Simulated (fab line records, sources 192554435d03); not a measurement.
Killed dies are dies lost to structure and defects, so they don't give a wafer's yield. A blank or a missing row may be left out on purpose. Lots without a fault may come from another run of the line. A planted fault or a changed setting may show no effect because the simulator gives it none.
fab line records | flow n5_finfet
record lots=11 wafers=30 last_day=18
route steps=1938 shown GATE_CUT@491
lots that met no fault: from a run of the same line without faults
start_h: hours from the record's first day to the start of the lot's first wafer shown | wait_h: hours since the lot's step before | " the same as in the row above | L1.1+2: a row that stands for several wafers | - no value, or no start given | * or withheld: withheld | < > ~ a bound
route shown NAME@n: a module of which the file shows steps, and the number in the route of the first | usual: mean/standard deviation of fault-free wafers | same: alike in all rows | chamber/n: place in a boat | sites: the reading at each site | _std_site: their standard deviation | _edge_site: outer sites' mean less inner sites' | radius_mm: how far each site lies from the wafer's centre | mask NAME#n: copy n | behind: the tool/chamber that last shaped the wafer | hold: why the lot was held/for how many hours/how that ended | device: the transistor (n, p or np) that didn't switch | end of line: the same wafers' tests at the end of the route | a step without rows: its recipe alone | killed: dies lost to structure and defects at the first sort, not the wafer's yield | map: a wafer's dies, x killed, . not, _ none there
set.NAME: the setting as run; set.NAME@STEP: as run at that earlier step | model.NAME: the simulator's own value behind a step, which no gauge read
steps of the route over a sample of lots; a table a step, a row a wafer
services: from which hour (start_h, from the record's first day; less than 0 if before it) a tool's chamber was out of use, for how many hours, and why
## steps
# step N5_GATE_CUT_ETCH_28
# recipe chemistry=N2/H2 target=underlayer target_depth_a=130 mask_material=CAR-EUV time_s=10.4 ion_energy_ev=200 pressure_mtorr=30 source_w=840 bias_w=150 n2_flow_sccm=200 h2_flow_sccm=200 ends=cleared
# usual chamber_pressure_mTorr=30.000/0.028 drypump_motor_current_A=5.77/0.28 etch_rf_on_time_s=10.3/0.41 oes_product_au=0.68/0.07 rf_vpp_V=522.6/2.4 showerhead_plenum_p_Torr=2.50/0.086 throttle_valve_pct=17.89/0.21
# columns lot.wafer tool chamber start_h wait_h chamber_pressure_mTorr drypump_motor_current_A etch_rf_on_time_s oes_product_au rf_hours_counter_h rf_vpp_V showerhead_plenum_p_Torr throttle_valve_pct
L979.3 rie_diel-03 3 89.33 0.0 29.989 5.72 10.5 0.67 141 520.7 2.46 18.08
L979.4 " 2 " " 29.991 6.06 10.1 0.62 170 521.1 2.43 17.75
L979.6 " 1 " " 30.028 5.96 9.9 0.70 - 525.1 2.57 17.93
L982.1 rie_diel-05 1 107.52 0.0 30.008 5.77 10.0 0.67 137 526.2 2.66 17.77
L982.4 " 3 " " 30.031 5.97 10.8 0.73 - 525.3 2.61 18.12
L984.1 rie_diel-03 2 119.17 0.0 30.006 6.06 10.2 0.62 178 522.0 2.43 17.75
L984.6 " 3 " " 29.972 5.69 10.5 0.66 - 521.8 2.45 18.09
L985.4 rie_diel-06 1 129.23 0.0 29.999 5.66 10.4 0.65 151 521.6 2.45 17.96
L985.6 " 3 " " 30.002 5.85 9.7 0.69 - 520.4 2.43 17.68
L987.2 rie_diel-03 1 138.80 0.0 30.034 5.95 10.1 0.67 127 524.6 2.57 17.96
L987.3 " 3 " " 29.993 5.70 10.8 0.65 158 520.4 2.45 18.11
L987.4 " 3 " " 29.942 5.70 10.7 0.65 - 519.4 2.45 18.11
L990.1 rie_diel-03 3 154.80 0.0 30.026 5.71 10.5 0.66 164 521.2 2.45 18.11
L990.3 " 2 " " 29.952 6.03 10.0 0.61 192 521.9 2.42 17.77
L990.5 " 2 " " 29.964 6.05 10.0 0.62 - 520.7 2.42 17.79
L991.3 rie_diel-06 2 162.27 0.0 30.016 5.36 9.8 0.60 249 521.9 2.42 18.37
L991.4 " 1 " " 30.008 5.66 10.3 0.65 161 522.4 2.45 17.98
L991.6 " 3 " " 29.997 5.86 9.9 0.68 - 522.2 2.43 17.67
L992.1 rie_diel-06 1 168.22 0.0 30.023 5.63 10.4 0.65 162 520.4 2.45 18.00
L992.3 " 0 " " 30.009 5.56 10.7 0.75 32 522.6 2.48 17.68
L992.4 " 1 " " 29.993 5.67 10.4 0.65 - 519.4 2.45 17.98
L993.1 rie_diel-03 0 173.17 0.0 30.017 6.39 10.5 0.80 6 523.0 2.48 17.60
L993.2 " 2 " " 30.049 6.04 10.1 0.60 198 518.2 2.42 17.77
L993.6 " 3 " " 29.946 5.69 10.6 0.65 - 520.3 2.44 18.12
L100.3 rie_diel-06 1 216.49 0.0 29.980 5.64 10.5 0.63 178 520.7 2.44 18.02
L100.5 " 1 " " 30.000 5.66 10.3 0.63 - 520.1 2.44 18.02
L100.6 " 0 " " 29.982 5.57 10.5 0.73 - 521.7 2.48 17.68
L101.2 rie_diel-06 0 227.64 0.0 29.992 5.56 10.6 0.73 50 521.9 2.47 17.70
L101.3 " 3 " " 30.027 5.87 9.9 0.67 148 519.8 2.42 17.70
L101.5 " 3 " " 29.949 5.88 9.9 0.67 - 521.4 2.42 17.71
# step N5_GATE_CUT_ETCH_19
# recipe chemistry=CH3F/O2 target=SiNx mask_material=SiO2 target_depth_a=537 time_s=76.7 pressure_mtorr=30 source_w=395 bias_w=73 Ar_flow_sccm=150 CH3F_flow_sccm=30 O2_flow_sccm=20 ion_energy_ev=120 ends=cleared
# usual CH3F_flow_sccm=30.01/0.091 O2_flow_sccm=20.00/0.056 chamber_pressure_mTorr=30.000/0.029 drypump_motor_current_A=5.76/0.28 etch_rf_on_time_s=76.6/1.9 oes_product_au=0.68/0.069 rf_vpp_V=297/6.2 showerhead_plenum_p_Torr=1.96/0.068 throttle_valve_pct=16.32/0.21
# columns lot.wafer tool chamber start_h wait_h CH3F_flow_sccm O2_flow_sccm chamber_pressure_mTorr drypump_motor_current_A etch_rf_on_time_s oes_product_au rf_hours_counter_h rf_vpp_V showerhead_plenum_p_Torr throttle_valve_pct
L979.3 rie_diel-03 3 89.58 0.0 30.00 19.94 29.998 5.68 78.3 0.67 141 299 1.92 16.48
L979.4 " 2 " " 29.92 20.01 29.973 6.07 76.3 0.62 170 288 1.93 16.40
L979.6 " 1 " " 29.97 19.92 29.994 5.97 74.4 0.69 - 291 2.00 16.23
L982.1 rie_diel-05 1 107.77 0.0 30.06 19.89 29.982 5.75 75.1 0.66 137 306 2.07 16.19
L982.4 " 3 " " 30.04 19.94 29.956 5.93 77.8 0.73 - 302 2.05 16.50
L984.1 rie_diel-03 2 119.42 0.0 29.99 20.00 30.013 6.04 76.7 0.61 178 287 1.93 16.42
L984.6 " 3 " " 29.90 20.12 29.993 5.69 77.7 0.66 - 301 1.91 16.49
L985.4 rie_diel-06 1 129.48 0.0 29.97 19.96 29.988 5.64 76.9 0.65 151 288 1.89 16.19
L985.6 " 3 " " 30.11 19.98 29.993 5.85 73.5 0.68 - 299 1.91 16.15
L987.2 rie_diel-03 1 139.05 0.0 30.10 20.01 29.974 5.99 76.2 0.67 128 292 2.00 16.26
L987.3 " 3 " " 30.02 20.05 30.052 5.71 77.6 0.65 158 300 1.91 16.51
L987.4 " 3 " " 30.11 20.06 30.004 5.70 77.6 0.66 - 301 1.91 16.52
L990.1 rie_diel-03 3 155.05 0.0 30.04 19.98 30.011 5.70 77.7 0.66 164 300 1.91 16.52
L990.3 " 2 " " 29.97 20.07 29.972 6.08 76.5 0.60 193 285 1.93 16.45
L990.5 " 2 " " 29.99 20.12 29.997 6.06 76.7 0.60 - 286 1.92 16.44
L991.3 rie_diel-06 2 162.52 0.0 29.91 20.06 29.998 5.35 74.1 0.60 249 299 1.90 16.74
L991.4 " 1 " " 29.98 19.87 29.960 5.62 75.8 0.65 161 289 1.89 16.19
L991.6 " 3 " " 30.30 19.91 29.990 5.88 73.8 0.67 - 299 1.90 16.18
L992.1 rie_diel-06 1 168.47 0.0 29.88 19.98 30.043 5.63 75.1 0.66 162 289 1.89 16.20
L992.3 " 0 " " 30.06 20.00 30.027 5.56 77.0 0.76 32 299 1.94 15.97
L992.4 " 1 " " 29.91 19.97 30.013 5.63 75.1 0.66 - 290 1.89 16.21
L993.1 rie_diel-03 0 173.42 0.0 29.90 19.94 29.985 6.42 76.2 0.80 6 304 1.95 16.06
L993.2 " 2 " " 30.04 19.95 30.028 6.06 75.7 0.59 198 286 1.92 16.45
L993.6 " 3 " " 29.91 19.97 29.959 5.70 77.1 0.65 - 299 1.91 16.53
L100.3 rie_diel-06 1 216.75 0.0 30.12 19.99 30.013 5.66 76.7 0.63 179 289 1.88 16.23
L100.5 " 1 " " 30.03 19.98 30.022 5.67 76.6 0.64 - 289 1.88 16.22
L100.6 " 0 " " 30.21 20.04 30.061 5.56 78.2 0.73 - 300 1.94 15.99
L101.2 rie_diel-06 0 227.89 0.0 30.00 19.93 29.930 5.58 77.9 0.73 51 300 1.93 15.99
L101.3 " 3 " " 29.95 20.08 29.988 5.88 74.2 0.67 148 299 1.90 16.21
L101.5 " 3 " " 29.93 20.01 29.953 5.84 74.1 0.66 - 299 1.90 16.19
# step N5_GATE_CUT_VAPOR_ETCH_51
# recipe chemistry=BCl3/Cl2 target=HfO2 mode=isotropic
# usual drypump_motor_current_A=5.4/0.62 oes_product_au=0.75/0.076
# columns lot.wafer tool chamber start_h wait_h drypump_motor_current_A oes_product_au
L979.3 rie_metal-01 1 89.93 0.0 4.8 0.84
L979.4 " 0 " " 6.3 0.74
L979.6 " 1 " " 4.9 0.84
L982.1 rie_metal-01 0 108.11 0.0 6.3 0.73
L982.4 " 0 " " 6.2 0.73
L984.1 rie_metal-01 0 119.77 0.0 6.3 0.74
L984.6 " 0 " " 6.3 0.73
L985.4 rie_metal-02 1 129.84 0.0 4.7 0.76
L985.6 " 0 " " 5.8 0.62
L987.2 rie_metal-01 1 139.39 0.0 4.8 0.83
L987.3 " 1 " " 4.8 0.83
L987.4 " 0 " " 6.3 0.74
L990.1 rie_metal-02 1 155.40 0.0 4.7 0.75
L990.3 " 1 " " 4.7 0.74
L990.5 " 1 " " 4.7 0.74
L991.3 rie_metal-01 0 162.87 0.0 6.3 0.73
L991.4 " 1 " " 4.9 0.83
L991.6 " 1 " " 4.8 0.83
L992.1 rie_metal-01 0 168.82 0.0 6.3 0.73
L992.3 " 0 " " 6.3 0.73
L992.4 " 1 " " 4.8 0.82
L993.1 rie_metal-03 0 173.77 0.0 5.5 0.82
L993.2 " 1 " " 4.9 0.76
L993.6 " 1 " " 4.9 0.76
L100.3 rie_metal-03 0 217.11 0.0 5.4 0.81
L100.5 " 0 " " 5.5 0.82
L100.6 " 1 " " 4.9 0.74
L101.2 rie_metal-03 1 228.24 0.0 4.9 0.75
L101.3 " 1 " " 4.9 0.74
L101.5 " 0 " " 5.5 0.82
# step N5_GATE_CUT_CMP_23
# recipe stop_on=SiO2 t_overpolish_s=23.4 post_cmp_clean=alkaline_brush down_force_psi=2.5 platen_rpm=51.8 pad_velocity_m_s=1.0307 target_thk_nm=16
# usual edge_zone_pressure_frac=1.000/0.0047 motor_current_A=9.6/0.97 overpolish_run_s=23.400/0.0092 pad_life_wafers=844/680 platen_rpm=51.80/0.035 time_to_endpoint_s=19/3.1
# columns lot.wafer tool chamber start_h wait_h edge_zone_pressure_frac motor_current_A overpolish_run_s pad_life_wafers platen_rpm time_to_endpoint_s
L979.4 cmp-02 2 91.77 0.2 1.002 9.8 23.405 962 51.85 21
L979.3 " 3 " " 1.005 10.3 23.400 963 51.78 20
L979.6 " 0 " " 1.000 9.1 23.396 - 51.75 21
L982.1 cmp-03 0 109.85 0.8 0.994 8.1 23.409 259 51.81 19
L982.4 " 1 " " 1.000 8.3 23.416 260 51.81 11
L984.1 cmp-04 1 121.54 0.8 1.004 10.4 23.420 1981 51.82 14
L984.6 " 0 " " 1.011 10.4 23.383 - 51.84 18
L985.4 cmp-04 3 131.63 0.1 0.999 8.3 23.397 2067 51.82 21
L985.6 " 1 " " 1.004 10.7 23.405 - 51.79 18
L987.3 cmp-02 2 141.14 0.8 0.995 9.9 23.393 1381 51.82 23
L987.2 " 3 " " 0.996 10.0 23.393 1382 51.81 19
L987.4 " 0 " " 1.001 10.2 23.392 1383 51.77 21
L990.1 cmp-04 0 157.13 0.8 0.998 11.1 23.400 91 49.75 20
L990.3 " 2 " " 0.997 10.8 23.391 93 49.71 18
L990.5 " 3 " " 0.999 8.6 23.396 - 49.72 20
L991.3 cmp-04 3 164.58 0.8 0.998 8.2 23.411 162 49.72 19
L991.4 " 1 " " 0.992 11.2 23.410 164 49.69 17
L991.6 " 0 " " 0.998 10.5 23.391 - 49.74 22
L992.1 cmp-02 2 170.55 0.8 1.003 9.3 23.415 1639 51.69 23
L992.4 " 3 " " 1.005 9.6 23.389 1640 51.87 20
L992.3 " 0 " " 0.997 9.5 23.403 1641 51.78 23
L993.1 cmp-04 3 175.55 0.8 0.997 8.5 23.405 254 49.80 20
L993.2 " 0 " " 1.001 10.9 23.392 255 49.65 18
L993.6 " 1 " " 1.005 10.7 23.401 - 49.73 17
L100.3 cmp-03 3 218.88 0.8 1.002 10.8 23.391 1243 51.73 23
L100.5 " 2 " " 1.005 8.7 23.394 - 51.82 22
L100.6 " 3 " " 1.005 10.2 23.403 - 51.84 22
L101.2 cmp-02 2 231.52 1.0 1.000 9.6 23.404 151 51.83 21
L101.3 " 3 " " 1.002 9.8 23.421 152 51.80 21
L101.5 " 2 " " 1.004 9.3 23.407 - 51.83 23
## services
# columns tool chamber start_h hours kind
cmp-02 - 74.69 0.4 repair
cmp-03 - 80.45 8.3 repair
cmp-04 - 84.21 2.2 repair
rie_diel-06 - 90.88 0.7 repair
rie_metal-03 1 94.94 8.2 repair
cmp-04 - 98.12 3.3 repair
rie_metal-03 1 103.40 16.7 repair
cmp-04 - 111.36 10.1 pm
cmp-03 - 117.20 3.2 pm
cmp-02 - 120.37 3.8 pm
cmp-04 - 123.00 0.7 repair
cmp-04 - 142.43 4.0 pm
cmp-02 - 153.93 0.7 repair
rie_diel-03 1 154.43 5.8 repair
rie_diel-06 3 165.87 11.5 repair
cmp-04 - 173.15 2.0 repair
cmp-04 - 176.37 6.5 pm
rie_diel-06 2 182.28 6.3 repair
cmp-04 - 183.67 2.0 repair
cmp-02 - 194.72 1.6 repair
rie_diel-03 3 204.13 13.8 repair
cmp-02 - 211.88 4.0 pm
rie_diel-06 - 216.83 4.3 pm
cmp-04 - 230.79 1.2 repair
## key
first_sign step=N5_GATE_CUT_CMP_23 reading=platen_rpm direction=down sigmas=59 usual=51.80 struck=49.72
effect none on later readings
met_at N5_GATE_CUT_CMP_23
struck_lots L990,L991,L993
tester_left_out L990,L991,L993
baseline_loss step=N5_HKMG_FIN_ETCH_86 wafers=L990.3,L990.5
not_acting_at N5_GATE_CUT_ETCH_28,N5_GATE_CUT_ETCH_19,N5_GATE_CUT_VAPOR_ETCH_51
onset_between 131.63 157.13
fault kind=process_parameter_drift tool=cmp-04 chamber=- onset_h=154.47 steps=N5_GATE_CUT_CMP_23 channel=platen_rpm offset=-2.072 shape=step end_h=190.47 acts_in=these_recipes_only stated=51.8
# tester_left_out: of these lots the tester's yield and bins aren't shown, on N5 and GAA mostly nor the transistor test; their killed dies are dies lost to structure and defects alone, not to doping, threshold or leakage, so they don't give the yield
# baseline_loss: these wafers lose ten dies or more at that step, a loss of the line's own and not of a fault; the sort's usual values leave them out
